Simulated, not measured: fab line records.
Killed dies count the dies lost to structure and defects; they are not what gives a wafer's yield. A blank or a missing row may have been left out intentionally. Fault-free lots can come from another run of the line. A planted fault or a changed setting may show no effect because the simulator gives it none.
Which tool did it? / flow nand_harc / 6 lots with 18 wafers sampled at 5 steps, on a route of 1302 steps

WHAT EACH GAUGE READ, for each wafer
NHARC_END_SORT_01.
lot=L974; measured=day 25 12:23; on=prober-02; killed_at_array=665 668 667

EACH LOT AND THE TOOL THAT RAN IT (in order: tool; ch and the chambers of the sampled wafers; start)
lot=L972; NHARC_A_CHANNEL_HOLE_D1_ETCH_22=har_etch-02 ch 0,1, day 9 07:17; NHARC_A_CHANNEL_HOLE_D1_STRIP_27=rie_diel-13 ch 2,3, day 9 12:11 or earlier; NHARC_A_CHANNEL_HOLE_D1_XSEM_31=xsem-01 ch 0, day 9 12:11; NHARC_A_CHANNEL_FILL_D1_CVD_05=lpcvd_poly-01 ch 0, day 10 18:29
lot=L974; NHARC_A_CHANNEL_HOLE_D1_ETCH_22=har_etch-02 ch 1, day 10 10:16; NHARC_A_CHANNEL_HOLE_D1_STRIP_27=rie_diel-01 ch 0,2,3, day 10 15:02 or earlier; NHARC_A_CHANNEL_HOLE_D1_XSEM_31=xsem-02 ch 0, day 10 15:02; NHARC_A_CHANNEL_FILL_D1_CVD_05=lpcvd_poly-04, day 11 16:59
lot=L984; NHARC_A_CHANNEL_HOLE_D1_ETCH_22=har_etch-02 ch 0,1, day 14 22:42; NHARC_A_CHANNEL_HOLE_D1_STRIP_27=rie_diel-13 ch 1,2,3, day 15 03:16 or earlier; NHARC_A_CHANNEL_HOLE_D1_XSEM_31=xsem-01 ch 0, day 15 03:16; NHARC_A_CHANNEL_FILL_D1_CVD_05=lpcvd_poly-01 ch 0, day 16 06:02
lot=L989; NHARC_A_CHANNEL_HOLE_D1_ETCH_22=har_etch-01 ch 0,1, day 16 20:49; NHARC_A_CHANNEL_HOLE_D1_STRIP_27=rie_diel-13 ch 0,1, day 17 01:33 or earlier; NHARC_A_CHANNEL_HOLE_D1_XSEM_31=xsem-02 ch 0, day 17 01:33; NHARC_A_CHANNEL_FILL_D1_CVD_05=lpcvd_poly-03 ch 0, day 18 08:50
lot=L991; NHARC_A_CHANNEL_HOLE_D1_ETCH_22=har_etch-01 ch 0, day 17 05:13; NHARC_A_CHANNEL_HOLE_D1_STRIP_27=rie_diel-13 ch 0,1, day 17 10:01 or earlier; NHARC_A_CHANNEL_HOLE_D1_XSEM_31=xsem-02 ch 0, day 17 10:01; NHARC_A_CHANNEL_FILL_D1_CVD_05=lpcvd_poly-03 ch 0, day 18 14:15
lot=L993; NHARC_A_CHANNEL_HOLE_D1_ETCH_22=har_etch-01 ch 0,1, day 18 03:53; NHARC_A_CHANNEL_HOLE_D1_STRIP_27=rie_diel-13 ch 0,2,3, day 18 08:38 or earlier; NHARC_A_CHANNEL_HOLE_D1_XSEM_31=xsem-02 ch 0, day 18 08:38; NHARC_A_CHANNEL_FILL_D1_CVD_05=lpcvd_poly-04 ch 0, day 19 12:02
- NHARC_A_CHANNEL_HOLE_D1_ETCH_22: etches the open film in C4F8/O2/Ar, time 666.7 s, target depth 1600 nm.
- NHARC_A_CHANNEL_HOLE_D1_STRIP_27: strips in O2.
- NHARC_A_CHANNEL_HOLE_D1_XSEM_31
- NHARC_A_CHANNEL_FILL_D1_CVD_05: deposits poly-Si, target thk 5 nm.

THE ANSWER, worked out from the rows above alone
Rule: usual is defined by the lots themselves. The widest of any qualifying gaps counts: lots, ordered by their means at a reading, are off when they make up no more than a third of the lots, leave a main group of 4 or more, and stand apart from it by 3 or more times the standard deviation of that group's means. If all means in a main group match to the digits the tables above print for the reading, that group is not used. A lot without any number at a reading at which 4 lots or more have one is off too. All remaining lots with rows at the step are treated as sound.
No lot is off at any reading shown: from this, nothing can be told.

WHAT HAD BEEN PUT IN BY THE SIMULATOR
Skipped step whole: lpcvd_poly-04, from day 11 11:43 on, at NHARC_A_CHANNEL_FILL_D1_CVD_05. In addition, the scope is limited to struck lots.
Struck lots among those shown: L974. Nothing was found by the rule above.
